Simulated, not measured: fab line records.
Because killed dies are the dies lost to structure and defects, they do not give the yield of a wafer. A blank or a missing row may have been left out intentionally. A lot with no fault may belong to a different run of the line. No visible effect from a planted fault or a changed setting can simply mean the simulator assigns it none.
Chamber matching ; flow n5Finfet ; N5_BEOL_M5_ETCH_75 on rieDiel-06 has 4 sister chambers
The step etches underlayer in N2/H2, target depth 6.5 nm, time 5.2 s. 4 wafers are shown with their chamber, then 7 later ones without.

== WAFERS, EACH WITH ITS CHAMBER ==
wafer;chamber;drypumpMotorCurrentA (A)
L078.6;3;4.9
L080.6;2;5.0
L093.1;0;5.3
L093.3;1;6.0

== WAFERS WITHOUT THEIR CHAMBER ==
wafer;drypumpMotorCurrentA (A)
L093.4;5.1
L095.4;5.3
L095.5;6.0
L095.6;5.0
L097.1;5.0
L097.4;5.3
L097.5;5.0

== WHICH CHAMBER EACH WENT THROUGH ==
wafer;from the rows above;in truth
L093.4;2;2
L095.4;0;0
L095.5;1;1
L095.6;2;2
L097.1;2;2
L097.4;0;0
L097.5;2;2
Correct placement for 7 of the 7. From these rows, 0 cannot be placed. Number placed wrongly: 0.
How it was worked out, from the rows above alone: a wafer's distance from a chamber is the root of the sum, over the readings, of the square of ((its reading less the chamber's mean) divided by the reading's scatter). The wafer belongs to the nearest chamber; if the next one is less than 2 further off, it can't be placed. A chamber's mean is the mean of its shown wafers. The scatter (one wafer shown for each chamber): square how far every hidden wafer sits from the nearest shown wafer, average those squares and take the square root.
